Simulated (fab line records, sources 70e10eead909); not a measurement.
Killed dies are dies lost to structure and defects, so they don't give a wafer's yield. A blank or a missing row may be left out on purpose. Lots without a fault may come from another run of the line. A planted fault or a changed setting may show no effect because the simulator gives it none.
A struck lot beside a sound one | flow nand_harc | 14 steps out of a route of 1159
Sound: wafers L595.1, L595.3, L595.6. Struck: wafer L603.4. (L603.5, L603.6 of the same lot were not struck and are left out.) The cause comes at the end.
At each step with rows: each side's tool, then ch and its chambers, then its first start. Under that, the readings that differ: sound wafers | struck wafers | difference of the means | sigmas: that difference in standard deviations of wafers without a fault.
alike: readings whose means differ by less than 2 such deviations, and words and numbers that are the same on both sides. not compared: withheld readings, readings that some wafer has no value for, bounds like >300 that may hide the same value, and numbers for which the record gives no deviation and whose values overlap.
The two part at a step that has a row with sigmas, a row that says differs or no value, or rows on one side only. Numbers that don't overlap but have no deviation are shown without sigmas and don't part them. A reading that every wafer of one side lacks parts them only if that side has two wafers or more.

first, 2 steps without rows for these wafers: NHARC_A_SOURCE_PLATE_SRD_01; NHARC_A_SOURCE_PLATE_OXIDE_02 (material SiO2, target thk 10 nm, ox time 1362 s).
NHARC_A_SOURCE_PLATE_THK_MEAS_09: measures by ellipsometry.
  sound on film_metro-02, day 10 22:00; struck on film_metro-01, day 12 02:45
  alike: thk_nm
then, 3 steps without rows for these wafers: NHARC_A_SOURCE_PLATE_PVD_04 (deposits WSi2, target thk 50 nm); NHARC_A_SOURCE_PLATE_CVD_03 (deposits poly-Si, target thk 200 nm, time 4000 s); NHARC_A_SOURCE_PLATE_ANNEAL_05 (time 1800 s).
NHARC_A_SOURCE_PLATE_THK_MEAS_06: measures by ellipsometry.
  sound on film_metro-01, day 11 11:21; struck on film_metro-01, day 12 16:01
  alike: thk_nm
NHARC_A_SOURCE_PLATE_INSPECT_08:
  sound on defect_inspect-01, day 11 11:26; struck on defect_inspect-02, day 12 16:08
  reading          | sound    | struck | difference | sigmas
  raw_defect_count | 34 49 44 | 106    | +64        | +2
then, 1 step without rows for these wafers: NHARC_A_ONON_D1_DEP_00 (target thk 1000 nm).
NHARC_A_ONON_D1_THK_MEAS_02: measures by ellipsometry.
  sound on film_metro-02, day 11 12:01; struck on film_metro-02, day 12 16:43
  alike: thk_nm
NHARC_A_ONON_D1_DEP_03: target thk 1000 nm.
  sound on pecvd_onon-04 ch 0, day 11 12:04; struck on pecvd_onon-04 ch 0, day 12 16:56
  alike: nh3_flow_sccm
NHARC_A_ONON_D1_THK_MEAS_05: measures by ellipsometry.
  sound on film_metro-02, day 11 12:34; struck on film_metro-01, day 12 17:17
  reading     | sound          | struck | difference | sigmas
  thk_nm (nm) | 1002 1003 1003 | 498    | -505       | -57
then, 1 step without rows for these wafers: NHARC_A_ONON_D1_DEP_06 (target thk 1000 nm).
-- the record jumps here: 12 days lie between the struck wafers' starts before and after (it left off in module A_ONON_D1 and takes up again in module END, whose first step shown is number 1159 of the route) --
NHARC_END_SORT_01:
  the record has rows for the struck wafers here (prober-02 ch 0, day 24 14:01) and none for the sound ones

WHERE THEY PART
First at NHARC_A_SOURCE_PLATE_INSPECT_08; last, within this record, at NHARC_END_SORT_01.

WHY: what the simulator had put in
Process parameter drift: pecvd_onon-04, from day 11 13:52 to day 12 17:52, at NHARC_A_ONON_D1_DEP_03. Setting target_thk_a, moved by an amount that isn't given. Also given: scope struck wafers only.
